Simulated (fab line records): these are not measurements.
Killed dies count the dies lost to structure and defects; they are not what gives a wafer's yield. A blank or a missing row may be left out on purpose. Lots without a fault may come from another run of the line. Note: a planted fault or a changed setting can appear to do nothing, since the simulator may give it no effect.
fab line records | flow n5-finfet
[record] lots = 6 wafers = 17 last-day = 17
route steps=1938 shown BEOL_M3@959 BEOL_M4@1111 PASSIVATION@1936
lots untouched by any fault: they come from a run of this same line in which no faults occurred
start-h: the number of hours between the record's first day and the start of the first shown wafer of the lot | wait-h: hours elapsed since this lot's preceding step | " as in the row above | L1.1+2: a single row standing in for several wafers | - no value, or no start was given | * or withheld: withheld | < > ~ a bound
route shown NAME@n: a module of which the file shows steps, and the number in the route of the first | usual: average and standard deviation across the fault-free wafers | same: alike in all rows | chamber/n: place in a boat | sites: readings site by site | _std_site: the values' standard deviation | _edge_site: mean of outer sites minus mean of inner sites | radius-mm: for every site, how far away it sits from the centre of the wafer | mask NAME#n: copy n | behind: tool/chamber where the wafer was last shaped | hold: why the lot was held/for how many hours/how that ended | device: which transistor (n, p or np) failed to switch | end of line: tests run on the same wafers once the route is complete | where a step has no rows: the recipe by itself | killed: dies that structure and defects cost at the first sort, which is not the same as the wafer's yield | map: per-die view of a wafer (x killed, . not killed, _ where there is no die)
set.NAME: the setting as run; set.NAME@STEP: as run at that earlier step | model.NAME: the simulator's own value behind a step, which no gauge read
lots seen at some steps along the route; tables by step, rows by wafer
services: the hour from which a tool's chamber was out of use, counted from the record's first day as start-h (under 0 if before that day), plus the number of hours and why
[[steps]]
[step N5_BEOL_M3_COAT_76]
[recipe] resist = underlayer temp-c = 205 time-s = 60 spin-rpm = 1500 resist-thk-nm = 5
[step N5_BEOL_M3_COAT_22]
[recipe] resist = CAR-EUV spin-rpm = 1500 resist-thk-nm = 30
[step N5_BEOL_M3_EBR_24]
[recipe] solvent = PGMEA ebr-width-mm = 1.5
[step N5_BEOL_M3_SOFTBAKE_23]
[recipe] temp-c = 110 time-s = 60 resist = CAR-EUV
[step N5_BEOL_M3_EXPOSE_25]
[recipe] mask-id = V2 na = 0.33 source-shape = quasar sigma-inner = 0.2 sigma-outer = 0.8 polarization = unpolarized defocus-nm = 5 dose-mj = 63
[step N5_BEOL_M3_PEB_26]
[recipe] peb-temp-c = 100 peb-time-s = 60 resist = CAR-EUV
[step N5_BEOL_M3_DEVELOP_27]
[recipe] develop-time-s = 30 developer = TMAH resist = CAR-EUV rinse-liquid = surfactant-rinse dry = air-spin dev-temp-c = 23
[step N5_BEOL_M3_CD_MEAS_28]
[recipe] target-cd-nm = 25.7 landing-energy-ev = 500 detector = se-inlens target-cd-y-nm = 23.3 polarity = opening
[usual] cd-nm = 25.60/0.26
[same] landing-energy-ev = 500
// columns lot.wafer tool chamber start-h wait-h cd-nm
L274.1 cd-sem-01 0 160.36 - 26.04
L274.3 " 0 " " 25.97
L274.5 " 0 " " 25.79
L281.1 cd-sem-01 0 202.75 - 25.04
L281.4 " 0 " " 25.51
L281.6 " 0 " " 25.45
L285.1 cd-sem-03 0 233.92 - 25.60
L285.6 " 0 " " 25.94
L286.1 cd-sem-01 0 248.71 - 25.84
L286.2 " 0 " " 25.59
L286.4 " 0 " " 25.57
L291.1 cd-sem-01 0 262.40 - 25.50
L291.3 " 0 " " 25.45
L291.4 " 0 " " 25.26
L293.2 cd-sem-03 0 268.70 - 25.62
L293.3 " 0 " " 25.31
L293.4 " 0 " " 25.33
[step N5_BEOL_M3_OVL_MEAS_29]
[recipe] points-per-wafer = 522
[usual] V2_OVL = 0.2/0.6
// columns lot.wafer tool chamber start-h wait-h V2_OVL[nm]
L274.1 overlay-02 0 160.39 0.0 -0.3
L274.3 " 0 " " -0.7
L274.5 " 0 " " -0.8
L281.1 overlay-02 0 202.78 0.0 -0.3
L281.4 " 0 " " -0.3
L281.6 " 0 " " 0.4
L285.1 overlay-01 0 233.95 0.0 0.0
L285.6 " 0 " " 0.4
L286.1 overlay-02 0 248.74 0.0 0.1
L286.2 " 0 " " 0.6
L286.4 " 0 " " 0.4
L291.1 overlay-01 0 262.44 0.0 -0.7
L291.3 " 0 " " -0.4
L291.4 " 0 " " -0.7
L293.2 overlay-01 0 268.74 0.0 2.2
L293.3 " 0 " " 1.6
L293.4 " 0 " " 1.6
[step N5_BEOL_M3_INSPECT_30]
[recipe] mode = adi inspect-instrument = brightfield
[usual] raw-defect-count = 433/110
// columns lot.wafer tool chamber start-h wait-h raw-defect-count
L274.1 defect-inspect-02 - 160.44 0.1 342
L274.3 " - " " 479
L274.5 " - " " 315
L281.1 defect-inspect-01 - 202.84 0.1 452
L281.4 " - " " 396
L281.6 " - " " 395
L285.1 defect-inspect-01 - 234.01 0.1 846
L285.6 " - " " 505
L286.1 defect-inspect-01 - 248.80 0.1 502
L286.2 " - " " 409
L286.4 " - " " 450
L291.1 defect-inspect-01 - 262.49 0.1 479
L291.3 " - " " 407
L291.4 " - " " 526
L293.2 defect-inspect-01 - 268.79 0.0 471
L293.3 " - " " 441
L293.4 " - " " 528
[step N5_BEOL_M3_DESCUM_33]
[recipe] chemistry = O2 time-s = 7 source-power-w = 50 bias-power-w = 20 pressure-mtorr = 20 rf-frequency-hz = 2.712e+07 temp-c = 40 resist = CAR-EUV o2-flow-sccm = 225
[usual] drypump-motor-current-A = 5.7/0.5 oes-product-au = 0.79/0.064 rf-fwd-power-W = 49.37/0.2 rf-vpp-V = 243.1/1.2 showerhead-plenum-p-Torr = 2.09/0.064 throttle-valve-pct = 20.34/0.18
// columns lot.wafer tool chamber start-h wait-h drypump-motor-current-A oes-product-au rf-fwd-power-W rf-hours-counter-h rf-vpp-V showerhead-plenum-p-Torr throttle-valve-pct
L274.1 rie-diel-05 2 160.48 0.0 4.8 0.87 49.32 42 242.3 2.13 20.23
L274.3 " 3 " " 6.1 0.78 49.63 141 244.4 2.11 20.43
L274.5 " 3 " " 6.1 0.79 49.56 - 243.5 2.11 20.41
L281.1 rie-diel-05 1 202.88 0.0 6.5 0.92 49.10 10 242.8 2.05 20.22
L281.4 " 3 " " 6.1 0.77 49.34 155 242.7 2.11 20.43
L281.6 " 1 " " 6.5 0.91 48.89 - 242.8 2.05 20.23
L285.1 rie-diel-05 3 234.04 0.0 6.1 0.76 49.64 165 243.7 2.10 20.45
L285.6 " 3 " " 6.1 0.76 49.66 - 242.8 2.10 20.46
L286.1 rie-diel-05 3 248.84 0.0 6.1 0.75 49.56 171 243.6 2.10 20.46
L286.2 " 1 " " 6.5 0.88 49.26 26 242.1 2.05 20.25
L286.4 " 0 " " 5.6 0.69 49.57 225 243.9 2.07 20.66
L291.1 rie-diel-03 3 262.62 0.1 5.1 0.80 49.20 115 244.7 2.19 20.39
L291.3 " 0 " " 5.5 0.73 49.61 190 243.2 2.08 20.35
L291.4 " 2 " " 6.1 0.72 49.49 191 242.4 1.99 20.09
L293.2 rie-diel-03 0 268.83 0.0 5.4 0.74 49.45 192 243.2 2.08 20.33
L293.3 " 2 " " 6.1 0.73 49.37 193 241.2 1.99 20.09
L293.4 " 3 " " 5.1 0.79 49.13 117 245.3 2.19 20.41
[step N5_BEOL_M3_ETCH_77]
[recipe] chemistry = N2/H2 target = underlayer target-depth-a = 65 mask-material = CAR-EUV time-s = 5.2 ion-energy-ev = 200 pressure-mtorr = 30 source-w = 840 bias-w = 150 n2-flow-sccm = 200 h2-flow-sccm = 200 ends = cleared
[usual] drypump-motor-current-A = 5.7/0.51 etch-rf-on-time-s = 5.19/0.13 oes-product-au = 0.67/0.057 rf-fwd-power-W = 819.2/2.5 rf-vpp-V = 523.6/2.7 showerhead-plenum-p-Torr = 2.54/0.079 throttle-valve-pct = 17.76/0.2
// columns lot.wafer tool chamber start-h wait-h drypump-motor-current-A etch-rf-on-time-s oes-product-au rf-fwd-power-W rf-hours-counter-h rf-vpp-V showerhead-plenum-p-Torr throttle-valve-pct
L274.1 rie-diel-05 2 160.51 0.0 4.8 5.18 0.74 817.3 42 521.8 2.59 17.55
L274.3 " 3 " " 6.1 5.21 0.66 817.6 141 524.6 2.56 17.92
L274.5 " 3 " " 6.1 5.19 0.66 822.9 - 521.5 2.56 17.88
L281.1 rie-diel-05 1 202.92 0.0 6.5 5.14 0.79 817.7 10 521.6 2.49 17.61
L281.4 " 3 " " 6.1 5.23 0.65 820.2 155 522.1 2.55 17.93
L281.6 " 1 " " 6.5 5.18 0.79 820.3 - 522.3 2.49 17.61
L285.1 rie-diel-05 3 234.08 0.0 6.1 5.22 0.64 817.8 165 524.9 2.55 17.98
L285.6 " 3 " " 6.1 5.22 0.64 822.6 - 523.5 2.55 17.94
L286.1 rie-diel-05 3 248.87 0.0 6.1 5.27 0.64 818.1 171 522.6 2.54 17.98
L286.2 " 1 " " 6.5 5.17 0.75 818.9 26 522.0 2.48 17.68
L286.4 " 0 " " 5.6 5.34 0.59 819.9 225 524.9 2.51 18.00
L291.1 rie-diel-03 3 262.65 0.0 5.1 5.44 0.67 821.7 115 529.5 2.66 17.89
L291.3 " 0 " " 5.5 5.10 0.63 820.3 190 522.2 2.53 17.77
L291.4 " 2 " " 6.1 5.13 0.63 819.7 191 519.6 2.42 17.57
L293.2 rie-diel-03 0 268.86 0.0 5.5 5.18 0.63 812.1 192 522.6 2.53 17.74
L293.3 " 2 " " 6.1 5.13 0.63 824.4 193 520.3 2.43 17.55
L293.4 " 3 " " 5.1 5.48 0.66 819.2 117 527.4 2.66 17.89
[step N5_BEOL_M3_ETCH_69]
[recipe] chemistry = CF4 target = SiARC target-depth-a = 156 mask-material = CAR-EUV time-s = 26 ion-energy-ev = 80 pressure-mtorr = 40 source-w = 545 bias-w = 36 Ar_flow_sccm = 100 cf4-flow-sccm = 100 ends = cleared
[usual] drypump-motor-current-A = 5.7/0.5 etch-rf-on-time-s = 26.0/0.58 oes-product-au = 0.68/0.055 rf-fwd-power-W = 532.0/1.9 rf-vpp-V = 184.0/1.1 showerhead-plenum-p-Torr = 2.14/0.065 throttle-valve-pct = 15.54/0.15
// columns lot.wafer tool chamber start-h wait-h drypump-motor-current-A etch-rf-on-time-s oes-product-au rf-fwd-power-W rf-hours-counter-h rf-vpp-V showerhead-plenum-p-Torr throttle-valve-pct
L274.1 rie-diel-05 2 160.53 0.0 4.9 26.0 0.74 529.8 42 184.1 2.19 15.48
L274.3 " 3 " " 6.1 26.5 0.66 532.8 141 185.2 2.13 15.51
L274.5 " 3 " " 6.1 26.4 0.66 536.0 - 183.9 2.13 15.48
L281.1 rie-diel-05 1 202.94 0.0 6.5 26.0 0.79 532.8 10 183.6 2.10 15.34
L281.4 " 3 " " 6.1 26.5 0.65 533.8 155 184.0 2.13 15.51
L281.6 " 1 " " 6.5 26.1 0.79 528.1 - 183.8 2.10 15.33
L285.1 rie-diel-05 3 234.10 0.0 6.1 32.3 0.58 535.7 165 182.6 2.12 15.54
L285.6 " 3 " " 6.1 26.4 0.64 534.9 - 183.3 2.12 15.54
L286.1 rie-diel-05 3 248.89 0.0 6.1 32.5 0.57 532.4 171 184.2 2.12 15.55
L286.2 " 1 " " 6.5 26.0 0.75 528.9 26 184.0 2.10 15.37
L286.4 " 0 " " 5.6 26.5 0.59 530.3 225 183.3 2.12 15.83
L291.1 rie-diel-03 3 262.67 0.0 5.1 26.8 0.67 532.5 115 185.2 2.25 15.65
L291.3 " 0 " " 5.5 25.9 0.63 531.5 190 183.6 2.12 15.52
L291.4 " 2 " " 6.2 25.7 0.63 536.5 191 184.2 2.05 15.40
L293.2 rie-diel-03 0 268.88 0.0 5.5 25.9 0.63 529.8 192 183.5 2.12 15.53
L293.3 " 2 " " 6.1 25.9 0.63 533.5 193 183.3 2.05 15.39
L293.4 " 3 " " 5.1 27.1 0.67 532.6 117 186.8 2.25 15.67
[step N5_BEOL_M3_ALD_98]
[recipe] material = SiO2 target-thk-a = 25 temp-c = 100 ald-precursor-family = BDEAS ald-co-reactant = O2-plasma pulse-time-s = 1 co-reactant-pulse-time-s = 1 purge-time-s = 2 co-reactant-purge-time-s = 2 ald-cycles = 17 pressure-torr = 2
[usual] heater-power-w = 81/6.1 precursor-pulse-height-rel = 0.995/0.018
// columns lot.wafer tool chamber start-h wait-h heater-power-w precursor-pulse-height-rel
L274.1 ald-sin-02 2 160.78 0.2 87 1.016
L274.3 " 1 " " 75 1.015
L274.5 " 2 " " 86 0.966
L281.1 ald-sin-01 3 203.02 0.1 72 0.981
L281.4 " 0 " " 88 1.027
L281.6 " 3 " " 73 1.009
L285.1 ald-sin-02 3 235.08 1.0 76 1.005
L285.6 " 3 " " 72 1.041
L286.1 ald-sin-02 1 248.97 0.1 77 1.017
L286.2 " 0 " " 89 0.989
L286.4 " 3 " " 77 0.982
L291.1 ald-sin-04 3 262.75 0.1 74 0.983
L291.3 " 1 " " 77 0.994
L291.4 " 2 " " 90 0.991
L293.2 ald-sin-01 2 269.44 0.5 77 1.000
L293.3 " 0 " " 88 1.025
L293.4 " 3 " " 74 0.982
[step N5_BEOL_M4_RC_MEAS_101]
[usual] DIBL_N = 36.7/1.8 DIBL_P = 37.0/2.4 IOFF_N = 0.17/0.036 IOFF_P = 0.22/0.042 ION_N = 673/12 ION_P = 462/8.5 SS_N = 71.7/0.62 SS_P = 73.4/0.65 VT_N = 250/3.7 VT_P = -250/3.7
// columns lot.wafer tool chamber start-h wait-h DIBL_N[mV/V] DIBL_P[mV/V] IOFF_N[nA/um] IOFF_P[nA/um] ION_N[uA/um] ION_P[uA/um] SS_N[mV/dec] SS_P[mV/dec] VT_N[mV] VT_P[mV]
L274.1 prober-02 0 188.41 0.0 39.1 40.7 0.22 0.28 691 466 72.4 74.2 246 -246
L274.3 " 0 " " 36.9 37.5 0.17 0.22 682 458 71.5 74.2 248 -248
L274.5 " 0 " " 37.7 38.7 0.18 0.22 676 456 72.0 73.9 249 -250
L281.1 prober-02 0 233.61 0.0 38.2 37.9 0.17 0.21 674 458 71.5 73.7 251 -252
L281.4 " 0 " " 35.8 35.4 0.13 0.18 653 455 70.8 72.8 251 -252
L281.6 " 0 " " 37.5 36.4 0.16 0.19 669 455 71.7 72.4 249 -254
L285.1 prober-01 0 262.40 0.0 38.3 39.4 0.21 0.27 671 463 72.5 73.8 245 -247
L285.6 " 0 " " 36.8 39.1 0.18 0.26 682 473 71.7 73.3 245 -247
L286.1 prober-01 0 270.96 0.0 34.9 35.8 0.12 0.19 649 452 71.5 73.0 253 -251
L286.2 " 0 " " 35.6 37.4 0.14 0.22 667 462 71.1 73.8 251 -251
L286.4 " 0 " " 35.1 37.3 0.14 0.21 671 466 71.7 73.8 253 -252
L291.1 prober-02 0 286.97 0.0 36.8 32.7 0.16 0.18 669 457 72.3 72.2 248 -247
L291.3 " 0 " " 36.5 35.0 0.17 0.21 688 467 71.5 73.1 247 -249
L291.4 " 0 " " 37.0 34.7 0.17 0.21 674 465 71.5 72.9 248 -251
L293.2 prober-01 0 300.70 0.2 37.6 36.2 0.17 0.22 675 459 71.5 73.6 249 -252
L293.3 " 0 " " 34.7 33.3 0.13 0.17 675 459 71.0 72.9 255 -252
L293.4 " 0 " " 32.5 30.5 0.11 0.15 664 456 70.4 72.1 254 -257
[step N5_PASSIVATION_PROBE_49]
[usual] defect-limited-yield = 91.1/1.4 killed_at_M0_to_M3 = 32/9.3 killed_at_M4_up = 13/5.8 killed-at-contacts = 12/6.3 killed-at-front-end = 44/12 killed-at-other = 3.6/2.7 killed-dies = 104/17 killed-open = 69/13 killed-short = 34/6.9 sort_bin_5_function = 5.2/0.98 sort_bin_6_memory = 3.3/0.59 sort-n-pass = 1075/17 sort-yield-pct = 91.1/1.4
[same] gross-dies = 1180 killed-at-back-side = 0 sort_bin_4_leakage[%] = 0 sort_bin_8_speed[%] = 0
// columns lot.wafer tool chamber start-h wait-h defect-limited-yield[%] killed_at_M0_to_M3 killed_at_M4_up killed-at-contacts killed-at-front-end killed-at-other killed-dies killed-open killed-short sort_bin_5_function[%] sort_bin_6_memory[%] sort-n-pass sort-yield-pct[%]
L286.2 prober-01 - 375.36 0.1 89.4 47 7 26 44 1 125 86 37 6.3 4.3 1055 89.4
L291.1 prober-01 - 392.15 0.0 89.9 37 15 15 46 6 119 83 36 6.2 3.0 1061 89.9
L291.3 prober-01 - 392.25 0.1 93.0 29 6 16 30 2 83 56 27 4.2 2.5 1097 93.0
L291.4 prober-01 - 392.30 0.2 90.5 27 15 21 43 6 112 77 32 5.4 3.5 1068 90.5
// killed by level:class
L286.2 MOL_CONTACT_COAG:geometric-particle:open=24 BEOL_M3:geometric-particle:open=13 FIN_SAQP:geometric-particle:open=10 BEOL_M0_SAQP:geometric-particle:open=9 FIN_SAQP:geometric-particle:short=8 BEOL_M0_SAQP:geometric-particle:short=8 STI_FIN_REVEAL:geometric-particle:open=7 ILD0:geometric-particle:short=7
L291.1 STI_FIN_REVEAL:geometric-particle:open=14 MOL_CONTACT_COAG:geometric-particle:open=13 FIN_SAQP:geometric-particle:short=9 BEOL_M0_SAQP:geometric-particle:open=9 BEOL_M3:geometric-particle:open=8 BEOL_M1:geometric-particle:open=7 BEOL_M2:geometric-particle:open=7 BEOL_M0_SAQP:geometric-particle:short=6
L291.3 MOL_CONTACT_COAG:geometric-particle:open=14 BEOL_M0_SAQP:geometric-particle:open=9 BEOL_M0_SAQP:geometric-particle:short=7 BEOL_M2:geometric-particle:open=5 FIN_SAQP:geometric-particle:open=4 STI_FIN_REVEAL:geometric-particle:open=4 DUMMY_GATE:geometric-particle:open=4 BEOL_M3:geometric-particle:open=4
L291.4 MOL_CONTACT_COAG:geometric-particle:open=18 FIN_SAQP:geometric-particle:open=10 BEOL_M0_SAQP:geometric-particle:short=8 BEOL_M7:geometric-particle:open=8 GATE_CUT:geometric-particle:short=7 BEOL_M2:geometric-particle:open=7 FIN_SAQP:geometric-particle:short=6 STI_FIN_REVEAL:geometric-particle:open=6
[[services]]
// columns tool chamber start-h hours kind
ald-sin-02 - 148.80 0.9 repair
rie-diel-05 1 150.32 - clean
rie-diel-05 1 150.32 - consumable-replace:focus-ring
rie-diel-05 1 150.32 18.0 scheduled-down
rie-diel-05 1 150.32 18.0 vent-cycle
rie-diel-05 - 171.20 2.8 pm
rie-diel-05 0 192.21 5.8 repair
rie-diel-05 - 195.70 0.7 repair
ald-sin-01 3 199.16 1.6 repair
ald-sin-04 0 215.36 32.4 repair
rie-diel-03 2 225.59 2.0 repair
ald-sin-02 - 235.26 2.0 repair
rie-diel-05 0 241.22 3.8 repair
ald-sin-04 - 269.02 14.0 pm
ald-sin-04 0 269.02 14.0 vent-cycle
ald-sin-04 1 269.02 14.0 vent-cycle
ald-sin-04 2 269.02 14.0 vent-cycle
ald-sin-04 3 269.02 14.0 vent-cycle
[[key]]
[first-sign] step = N5_BEOL_M3_ETCH_69 reading = etch-rf-on-time-s direction = up sigmas = 11 usual = * struck = *
effect none on later readings
met-at N5_BEOL_M3_ETCH_69
struck-wafers L285.1,L286.1
onset-between 202.94 234.10
[fault] kind = process-parameter-drift tool = rie-diel-05 chamber = - onset-h = 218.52 steps = N5_BEOL_M3_ETCH_69 channel = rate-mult offset = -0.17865 shape = step end-h = 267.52 scope = struck-wafers-only
